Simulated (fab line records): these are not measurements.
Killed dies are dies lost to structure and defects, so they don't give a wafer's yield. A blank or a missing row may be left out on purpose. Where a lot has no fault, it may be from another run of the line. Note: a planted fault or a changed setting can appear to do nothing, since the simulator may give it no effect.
Chamber matching	flow nand-harc	4 sister chambers for NHARC_A_BONDPAD_CMP_19 on cmp-03
The step polishes, t overpolish 30 s, cu recess touch 16 s, target thk 169.82 nm. 4 wafers are shown with their chamber, then 7 later ones without.

EACH WAFER AND ITS CHAMBER
wafer	chamber	motor-current-A (A)
L783.4	3	9.2
L783.5	2	11.5
L785.1	1	12.9
L785.5	0	11.5

WAFERS WITHOUT THEIR CHAMBER
wafer	motor-current-A (A)
L785.6	12.7
L790.3	12.3
L790.5	10.1
L790.6	11.6
L791.2	12.1
L791.3	9.6
L791.6	9.0

CHAMBER TAKEN BY EACH
wafer	from the rows above	in truth
L785.6	can't be placed: 1 or 0 or 2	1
L790.3	can't be placed: 1 or 0 or 2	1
L790.5	can't be placed: 3 or 0 or 2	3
L790.6	can't be placed: 0 or 2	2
L791.2	can't be placed: 0 or 2 or 1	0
L791.3	3	3
L791.6	3	3
2 of 7 placed correctly. These rows do not allow placing 5 (true chamber among the candidates in 5). 0 placed wrongly.
How it was worked out, from the rows above alone: a wafer's distance from a chamber is the root of the sum, over the readings, of the square of ((its reading less the chamber's mean) divided by the reading's scatter). If the next closest chamber is less than 2 further off than the closest, the wafer can't be placed; otherwise it belongs to the closest. A chamber's mean is the mean of its shown wafers. The scatter: root of mean squared gap, hidden wafer to nearest shown wafer, with one shown wafer a chamber.
